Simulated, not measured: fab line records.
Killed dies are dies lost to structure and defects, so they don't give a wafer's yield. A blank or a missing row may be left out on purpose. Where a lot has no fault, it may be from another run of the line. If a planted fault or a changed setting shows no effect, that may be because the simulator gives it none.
Check of tool commonality ; flow nand_harc ; Sample size 2 lots and 6 wafers

## WHY THIS WAS OPENED
On 2 of the 2 lots, a flag is raised at NHARC_END_SORT_01 on the reading killed_at_array. Fault-free wafers read 28, with a standard deviation of 8.9.
Rule: a lot gets a flag if all its wafers with a number sit over 4 standard deviations from that mean, or if no wafer of it has a number. All remaining lots are regarded as sound.

lot;measured;on;killed_at_array, wafer by wafer;flag
L162;day 21 22:43;prober-01;101 104 113;FLAGGED
L160;day 22 07:14;prober-02;92 104 104;FLAGGED
On average the flagged lots' numbers are 103, which is +75 against the usual, or +8 standard deviations.

## EACH LOT AND THE TOOL IT RAN ON
The record holds 3 process steps before the reading, out of a route of 1159 steps. Read each cell as the tool, then ch plus the chambers that the sampled wafers visited, then the start.
lot;flag;NHARC_A_ONON_D1_DEP_12;NHARC_A_M1_ANNEAL_31;NHARC_A_M1_CMP_23
L162;FLAGGED;pecvd_onon-03 ch 0, day 10 03:02;rtp_anneal-02 ch 0, day 20 12:26;cmp-01 ch 0,2,3, day 20 12:46
L160;FLAGGED;pecvd_onon-03 ch 0, day 9 18:38;rtp_anneal-02 ch 0, day 20 11:04;cmp-04 ch 1,2,3, day 20 11:23
These steps, and what they do:
- NHARC_A_ONON_D1_DEP_12: target thk 1000 nm.
- NHARC_A_M1_ANNEAL_31: time 90 s.
- NHARC_A_M1_CMP_23: polishes, t overpolish 20 s, target thk 154.34 nm.
- NHARC_END_SORT_01

## FLAGGED OVER TOTAL, TOOL BY TOOL (the gauges that took the reading come last)
step;tool;lots run;flagged;share of the flagged lots;sound lots run after its first flagged lot
NHARC_A_ONON_D1_DEP_12;pecvd_onon-03;2;2;all;0
NHARC_A_M1_ANNEAL_31;rtp_anneal-02;2;2;all;0
NHARC_A_M1_CMP_23;cmp-01;1;1;some;0
NHARC_A_M1_CMP_23;cmp-04;1;1;some;0
NHARC_END_SORT_01;prober-01;1;1;some;0
NHARC_END_SORT_01;prober-02;1;1;some;0

## WHAT IS ALLOWED BY THE TABLE
Table rows that saw every flagged lot: 2, namely pecvd_onon-03 at NHARC_A_ONON_D1_DEP_12 and rtp_anneal-02 at NHARC_A_M1_ANNEAL_31.
- pecvd_onon-03 at NHARC_A_ONON_D1_DEP_12: 2 of its 2 lots flagged. It ran no sound lot before its first flagged lot in this sample, so the start can't be narrowed down.
- rtp_anneal-02 at NHARC_A_M1_ANNEAL_31: 2 of its 2 lots flagged. It ran no sound lot before its first flagged lot in this sample, so the start can't be narrowed down.
Counting lots can't tell these 2 tools apart, because each fits a fault that began at some hour. More lots, or a look at what each step does to the wafer, might.

## WHAT WAS PUT IN BY THE SIMULATOR
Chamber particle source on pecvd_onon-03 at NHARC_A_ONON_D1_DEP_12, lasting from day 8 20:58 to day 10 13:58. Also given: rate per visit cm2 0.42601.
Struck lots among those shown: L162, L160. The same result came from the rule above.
